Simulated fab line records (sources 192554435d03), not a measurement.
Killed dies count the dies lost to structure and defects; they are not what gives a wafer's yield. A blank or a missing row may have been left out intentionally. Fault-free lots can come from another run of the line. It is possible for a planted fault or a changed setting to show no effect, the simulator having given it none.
fab line records	flow n5-finfet
record lots=7	wafers=18	last-day=18
route steps=1938 shown BEOL_M11@1587 PASSIVATION@1936
lots that met no fault: taken from a fault-free run of the same line
start-h: the number of hours between the record's first day and the start of the first shown wafer of the lot	wait-h: how many hours have passed since the lot's step before this one	" repeats the value in the row above	L1.1+2: one row covering several wafers at once	- no value, or no start given	* or withheld: withheld	< > ~ a bound
route shown NAME@n: names a module that has steps shown in the file, with the first one's number in the route	usual: average and standard deviation across the fault-free wafers	same: alike in all rows	chamber/n: place in a boat	sites: readings site by site	_std_site: how widely they spread, as a standard deviation	_edge_site: outer sites' mean less inner sites'	radius-mm: for every site, how far away it sits from the centre of the wafer	mask NAME#n: copy n	behind: tool/chamber where the wafer was last shaped	hold: cause of the lot's hold/its duration in hours/its outcome	device: whichever transistor did not switch (one of n, p or np)	end of line: tests of these same wafers at the route's end	a step given without rows: its recipe and nothing more	killed: the dies lost at the first sort to structure and to defects; this is not the yield of the wafer	map: a wafer's dies, marking killed ones x, the rest . and places with no die _
set.NAME: the setting that was run; set.NAME@STEP: the one run at that earlier step	model.NAME: the simulator's own value behind a step, which no gauge read
lots at some steps of the route; a table a step, a row a wafer
services: the hour from which a tool's chamber was out of use, counted from the record's first day as start-h (under 0 if before that day), plus the number of hours and why
## steps
# step N5_BEOL_M11_CURE_72
# recipe temp-c=370	time-s=120	ambient=DMADMS/He	material=SiCOH_lowk
# usual lamp-power-pct=52.32/0.054	wafer_temp_C_max=371.6/0.69
lot.wafer	tool	chamber	start-h	wait-h	lamp-power-pct	wafer_temp_C_max
L597.2	uv-cure-01	0	294.74	0.2	52.28	371.1
L597.3	"	0	"	"	52.26	370.8
L597.6	"	0	"	"	52.29	371.2
L604.3	uv-cure-03	0	316.92	0.1	52.38	371.3
L604.4	"	0	"	"	52.34	371.6
L604.5	"	0	"	"	52.26	371.7
L605.3	uv-cure-01	0	321.43	0.4	52.38	371.1
L605.4	"	0	"	"	52.21	371.4
L605.5	"	0	"	"	52.37	370.5
L606.5	uv-cure-03	2	340.78	0.2	52.33	372.6
L606.6	"	2	"	"	52.25	372.1
L608.3	uv-cure-02	1	356.67	0.4	52.19	371.5
L608.5	"	1	"	"	52.34	371.2
L611.2	uv-cure-03	0	370.36	0.1	52.29	371.2
L611.5	"	0	"	"	52.25	370.9
L611.6	"	0	"	"	52.26	371.0
L616.1	uv-cure-01	2	387.56	0.0	52.46	370.9
L616.5	"	2	"	"	52.35	371.4
# step N5_BEOL_M11_DEGAS_44
# recipe ambient=vacuum	temp-c=250	time-s=60
# usual heater-power-w=336/23
lot.wafer	tool	chamber	start-h	wait-h	heater-power-w
L597.2	pvd-sputter-03	-	295.77	0.8	346
L597.3	"	-	"	"	318
L597.6	"	-	"	"	321
L604.3	pvd-sputter-03	-	317.54	0.6	366
L604.4	"	-	"	"	352
L604.5	"	-	"	"	318
L605.3	pvd-sputter-03	-	321.65	0.2	321
L605.4	"	-	"	"	356
L605.5	"	-	"	"	316
L606.5	pvd-sputter-03	-	341.04	0.2	344
L606.6	"	-	"	"	316
L608.3	pvd-sputter-03	-	358.94	2.2	349
L608.5	"	-	"	"	322
L611.2	pvd-sputter-03	-	371.18	0.8	343
L611.5	"	-	"	"	317
L611.6	"	-	"	"	359
L616.1	pvd-sputter-02	-	388.13	0.5	332
L616.5	"	-	"	"	364
# step N5_BEOL_M11_PRE_CLEAN_45
# recipe gas=H2/He	time-s=30	temp-c=250
# step N5_BEOL_M11_ALD_74
# recipe material=TaN	target-thk-a=20	temp-c=275	ald-precursor-family=PDMAT	ald-co-reactant=NH3	pressure-torr=3	carrier-flow-sccm=1500	pulse-time-s=2	purge-time-s=3	co-reactant-purge-time-s=2	co-reactant-pulse-time-s=3	ald-cycles=40	precursor-vessel-temp-c=75	precursor-vessel-pressure-torr=26.25	precursor-vessel-carrier-sccm=1000
# usual heater-power-w=421/44
lot.wafer	tool	chamber	start-h	wait-h	heater-power-w
L597.2	ald-metal-03	3	295.89	0.1	356
L597.3	"	0	"	"	421
L597.6	"	0	"	"	419
L604.3	ald-metal-03	0	317.78	0.2	421
L604.4	"	3	"	"	355
L604.5	"	2	"	"	453
L605.3	ald-metal-03	1	321.77	0.1	475
L605.4	"	2	"	"	454
L605.5	"	3	"	"	355
L606.5	ald-metal-01	3	341.25	0.2	394
L606.6	"	2	"	"	450
L608.3	ald-metal-01	3	359.06	0.1	391
L608.5	"	2	"	"	444
L611.2	ald-metal-01	0	371.31	0.1	415
L611.5	"	1	"	"	398
L611.6	"	2	"	"	437
L616.1	ald-metal-03	3	388.23	0.0	337
L616.5	"	0	"	"	407
# step N5_BEOL_M11_SURFACE_TREAT_76
# recipe gas=Ar	time-s=*	ion-energy-ev=*	ion-current-ma-cm2=0.5	pressure-mtorr=*	ar-flow-sccm=30
# usual throttle-valve-pct=*
lot.wafer	tool	chamber	start-h	wait-h	throttle-valve-pct
L597.2	pvd-sputter-01	-	296.19	0.2	*
L597.3	"	-	"	"	*
L597.6	"	-	"	"	*
L604.3	pvd-sputter-03	-	318.12	0.2	*
L604.4	"	-	"	"	*
L604.5	"	-	"	"	*
L605.3	pvd-sputter-01	-	322.05	0.2	*
L605.4	"	-	"	"	*
L605.5	"	-	"	"	*
L606.5	pvd-sputter-03	-	341.44	0.1	*
L606.6	"	-	"	"	*
L608.3	pvd-sputter-02	-	359.38	0.2	*
L608.5	"	-	"	"	*
L611.2	pvd-sputter-03	-	371.60	0.2	*
L611.5	"	-	"	"	*
L611.6	"	-	"	"	*
L616.1	pvd-sputter-03	-	388.53	0.2	*
L616.5	"	-	"	"	*
# step N5_BEOL_M11_CVD_75
# recipe material=Co	target-thk-a=20	temp-c=withheld	precursor=CCTBA/H2	pressure-torr=30	time-s=138.9
# step N5_BEOL_M11_SPUTTER_48
# recipe material=Cu	target-thk-a=120	temp-c=-20	bias-v=60	power-w=26000	chamber-pressure-pa=0.13	time-s=2
# step N5_BEOL_M11_ECD_50
# recipe material=Cu	target-thk-a=3180
# step N5_BEOL_M11_ANNEAL_51
# recipe temp-c=225	time-s=90	ambient=N2
# step N5_BEOL_M11_CMP_52
# recipe stop-on=SiCOH_lowk	t-overpolish-s=7	down-force-psi=1	platen-rpm=50	clearing-platen-down-force-psi=1.5	clearing-platen-rpm=50	post-cmp-clean=cu-alkaline	target-thk-nm=140	clearing-platen-pad-velocity-m-s=0.99484	pad-velocity-m-s=0.99484
# usual barrier-field-endpoint-s=29.3/0.98	motor-current-A=5.9/0.56	overpolish-run-s=7.000/0.01	slurry-flow-ml-min=150.0/0.45	time-to-endpoint-s=68/4.1
lot.wafer	tool	chamber	start-h	wait-h	barrier-field-endpoint-s	motor-current-A	overpolish-run-s	slurry-flow-ml-min	time-to-endpoint-s
L597.3	cmp-03	0	297.58	0.2	29.7	5.3	7.004	149.6	72
L597.2	"	2	"	"	28.1	7.2	7.015	150.6	64
L597.6	"	1	"	"	29.8	5.1	6.993	149.8	73
L604.3	cmp-02	0	322.84	0.2	30.7	5.8	6.994	150.6	74
L604.4	"	1	"	"	29.7	5.4	7.005	150.5	69
L604.5	"	3	"	"	30.6	6.5	6.992	150.4	70
L605.4	cmp-03	3	324.61	0.1	29.5	5.6	6.990	149.8	68
L605.3	"	0	"	"	31.0	5.6	6.992	150.2	75
L605.5	"	0	"	"	31.0	5.4	7.010	149.5	76
L606.5	cmp-03	2	342.38	0.2	29.4	7.5	6.997	149.5	65
L606.6	"	3	"	"	29.8	5.8	6.983	150.7	66
L608.3	cmp-03	2	360.11	0.2	29.3	7.1	7.001	149.8	63
L608.5	"	3	"	"	29.8	5.4	6.994	149.4	67
L611.2	cmp-02	3	372.44	0.3	28.8	6.3	7.011	150.0	66
L611.5	"	1	"	"	28.4	5.8	6.991	149.2	66
L611.6	"	2	"	"	29.1	6.2	7.010	149.6	67
L616.1	cmp-02	1	389.89	0.3	28.4	5.9	6.999	149.9	66
L616.5	"	0	"	"	29.8	6.0	7.001	150.0	67
# step N5_BEOL_M11_THK_MEAS_53
# recipe thk-meas-gauge=xrf	reads=Cu_of_BEOL_M11_ECD_50
# usual M11_THK=139/5.4
lot.wafer	tool	chamber	start-h	wait-h	M11_THK[nm]
L597.2	film-metro-02	-	297.88	-	150
L597.3	"	-	"	"	136
L597.6	"	-	"	"	153
L604.3	film-metro-01	-	323.10	-	154
L604.4	"	-	"	"	135
L604.5	"	-	"	"	153
L605.3	film-metro-01	-	324.91	-	146
L605.4	"	-	"	"	139
L605.5	"	-	"	"	140
L606.5	film-metro-01	-	342.52	-	137
L606.6	"	-	"	"	137
L608.3	film-metro-01	-	360.40	-	139
L608.5	"	-	"	"	132
L611.2	film-metro-02	-	372.66	-	136
L611.5	"	-	"	"	137
L611.6	"	-	"	"	139
L616.1	film-metro-01	-	390.11	-	137
L616.5	"	-	"	"	139
# step N5_BEOL_M11_PRE_CLEAN_55
# recipe gas=NH3	time-s=15	temp-c=withheld	rf-power-w=300
# step N5_BEOL_M11_DEP_56
# recipe material=SiCN	target-thk-a=300	temp-c=withheld	precursor=3MS/NH3	pressure-torr=3	rf-w=675	time-s=10.5
# usual rf-fwd-power-W=666/3.3	showerhead-plenum-p-Torr=4.178/0.013	throttle-valve-pct=17.9/0.56
lot.wafer	tool	chamber	start-h	wait-h	rf-fwd-power-W	showerhead-plenum-p-Torr	throttle-valve-pct	model.SiCN_of_BEOL_M11_DEP_56.thk-nm
L597.2	pecvd-02	1	297.94	0.0	668	4.182	17.7	29.6
L597.3	"	0	"	"	667	4.161	18.0	29.4
L597.6	"	1	"	"	667	4.195	17.8	29.6
L604.3	pecvd-02	2	323.16	0.0	665	4.173	18.1	30.4
L604.4	"	0	"	"	667	4.166	18.4	30.2
L604.5	"	2	"	"	668	4.171	18.0	30.8
L605.3	pecvd-02	2	324.97	0.0	668	4.172	18.1	29.8
L605.4	"	0	"	"	666	4.156	18.0	29.6
L605.5	"	2	"	"	668	4.164	17.8	30.4
L606.5	pecvd-02	2	342.60	0.0	671	4.163	18.1	38.8
L606.6	"	1	"	"	672	4.182	17.7	30
L608.3	pecvd-02	1	360.46	0.0	670	4.193	17.8	30
L608.5	"	1	"	"	674	4.182	17.7	38.6
L611.2	pecvd-02	1	372.72	0.0	670	4.190	17.4	38.8
L611.5	"	0	"	"	665	4.165	18.1	39
L611.6	"	2	"	"	666	4.160	18.2	30.6
L616.1	pecvd-04	0	390.18	0.0	667	4.171	17.5	29.8
L616.5	"	2	"	"	667	4.188	18.2	29.6
# step N5_BEOL_M11_RS_MEAS_57
# recipe thk-meas-gauge=four-point-probe	reads=Cu_of_BEOL_M11_ECD_50+Co_of_BEOL_M11_CVD_75+TaN_of_BEOL_M11_ALD_74
# usual M11_RS=0.151/0.006
lot.wafer	tool	chamber	start-h	wait-h	M11_RS[ohm/sq]
L597.2	film-metro-01	-	298.00	0.0	0.139
L597.3	"	-	"	"	0.155
L597.6	"	-	"	"	0.136
L604.3	film-metro-02	-	323.23	0.0	0.135
L604.4	"	-	"	"	0.156
L604.5	"	-	"	"	0.135
L605.3	film-metro-01	-	325.04	0.0	0.145
L605.4	"	-	"	"	0.154
L605.5	"	-	"	"	0.151
L606.5	film-metro-01	-	342.65	0.0	0.153
L606.6	"	-	"	"	0.154
L608.3	film-metro-01	-	360.53	0.0	0.150
L608.5	"	-	"	"	0.159
L611.2	film-metro-02	-	372.79	0.0	0.154
L611.5	"	-	"	"	0.153
L611.6	"	-	"	"	0.151
L616.1	film-metro-02	-	390.26	0.1	0.155
L616.5	"	-	"	"	0.153
# step N5_PASSIVATION_PROBE_49
# usual defect-limited-yield=91.1/1.3	killed_at_M0_to_M3=32/9.7	killed_at_M4_up=16/6	killed-at-contacts=12/5.9	killed-at-front-end=41/11	killed-at-other=4/3.1	killed-dies=104/16	killed-open=68/12	killed-short=34/7.4	sort_bin_5_function=5.1/0.85	sort_bin_6_memory=3.3/0.66	sort_bin_8_speed=0.1/0.53	sort-n-pass=1075/16	sort-yield-pct=91.1/1.4
# same gross-dies=1180	killed-at-back-side=0	sort_bin_4_leakage[%]=0
lot.wafer	tool	chamber	start-h	wait-h	defect-limited-yield[%]	killed_at_M0_to_M3	killed_at_M4_up	killed-at-contacts	killed-at-front-end	killed-at-other	killed-dies	killed-open	killed-short	sort_bin_5_function[%]	sort_bin_6_memory[%]	sort_bin_8_speed[%]	sort-n-pass	sort-yield-pct[%]
L605.3	prober-01	-	367.66	0.1	91.8	38	9	6	39	5	97	68	29	5.3	2.6	0	1083	91.8
L605.4	prober-01	-	367.71	0.2	92.3	27	11	4	44	5	91	67	24	4.0	3.5	0	1089	92.3
L611.2	prober-01	-	412.99	0.1	91.8	28	11	20	34	4	97	71	26	5.3	2.8	0	1083	91.8
L611.5	prober-01	-	413.14	0.2	91.9	31	9	11	42	2	95	57	34	5.0	2.5	0	1085	91.9
L611.6	prober-01	-	413.19	0.3	92.0	31	10	5	44	4	94	51	30	4.7	1.9	0	1086	92.0
# killed by level:class
L605.3 FIN_SAQP:geometric-particle:open=15 BEOL_M1:geometric-particle:open=8 FIN_SAQP:geometric-particle:short=7 BEOL_M2:geometric-particle:open=7 BEOL_M0_SAQP:geometric-particle:open=6 BEOL_M0:geometric-particle:open=5 STI_FIN_REVEAL:geometric-particle:open=4 MOL_CONTACT_COAG:geometric-particle:open=4
L605.4 FIN_SAQP:geometric-particle:open=14 GATE_CUT:geometric-particle:open=7 BEOL_M2:geometric-particle:open=7 ILD0:geometric-particle:open=6 BEOL_M0_SAQP:geometric-particle:open=6 BEOL_M0_SAQP:geometric-particle:short=6 BEOL_M4:geometric-particle:open=6 STARTING-WAFER:geometric-particle:open=5
L611.2 MOL_CONTACT_COAG:geometric-particle:open=20 FIN_SAQP:geometric-particle:open=8 FIN_SAQP:geometric-particle:short=6 STI_FIN_REVEAL:geometric-particle:open=5 BEOL_M0_SAQP:geometric-particle:short=5 BEOL_M0_SAQP:geometric-particle:open=5 BEOL_M0:geometric-particle:open=5 DUMMY_GATE:geometric-particle:open=4
L611.5 BEOL_M0_SAQP:geometric-particle:open=12 STI_FIN_REVEAL:geometric-particle:open=8 MOL_CONTACT_COAG:geometric-particle:open=8 BEOL_M0_SAQP:geometric-particle:short=7 BEOL_M3:geometric-particle:open=6 ILD0:geometric-particle:short=5 FIN_CUT:geometric-particle:short=4 STI_FIN_REVEAL:geometric-particle:short=4
L611.6 BEOL_M3:geometric-particle:open=13 HKMG_FIN:area-etch=13 STI_FIN_REVEAL:geometric-particle:open=6 ILD0:geometric-particle:short=5 MOL_CONTACT_COAG:geometric-particle:open=5 FIN_SAQP:geometric-particle:short=4 BEOL_M0_SAQP:geometric-particle:short=4 FIN_SAQP:geometric-particle:open=3
## services
tool	chamber	start-h	hours	kind
ald-metal-03	1	282.50	6.5	repair
uv-cure-02	-	306.34	2.1	pm
cmp-02	-	320.10	1.7	repair
cmp-02	-	323.33	4.0	pm
uv-cure-01	-	328.81	2.1	pm
cmp-02	-	332.21	2.9	repair
pecvd-02	0	337.11	2.1	scheduled-down
uv-cure-03	-	337.31	2.8	pm
ald-metal-03	-	337.59	14.0	pm
ald-metal-03	0	337.59	14.0	vent-cycle
ald-metal-03	1	337.59	14.0	vent-cycle
ald-metal-03	2	337.59	14.0	vent-cycle
ald-metal-03	3	337.59	14.0	vent-cycle
ald-metal-01	-	343.11	8.7	pm
ald-metal-01	1	352.51	18.3	repair
uv-cure-03	-	352.91	14.6	pm
uv-cure-02	-	363.06	7.5	pm
uv-cure-02	-	370.61	2.8	pm
pecvd-04	-	372.50	1.2	repair
uv-cure-02	-	373.96	3.8	repair
ald-metal-03	1	374.27	19.2	repair
pecvd-02	2	375.64	30.7	repair
uv-cure-03	-	383.14	30.2	repair
cmp-02	-	383.18	5.2	pm
## key
first-sign none at tools or gauges
model-effect step=N5_BEOL_M11_DEP_56	value=SiCN_of_BEOL_M11_DEP_56.thk-nm	without=30.1	struck=38.8
met-at N5_BEOL_M11_DEP_56
struck-wafers L606.5,L608.5,L611.2,L611.5
baseline-loss step=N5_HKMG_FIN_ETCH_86	wafers=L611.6
onset-between 324.97 342.60
fault kind=process-parameter-drift	tool=pecvd-02	chamber=-	onset-h=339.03	steps=N5_BEOL_M11_DEP_56	channel=time-s	offset=*	shape=step	end-h=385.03	scope=struck-wafers-only	acts-in=*	stated=*
# baseline-loss: these wafers lose ten dies or more at that step, a loss of the line's own and not of a fault; the sort's usual values leave them out
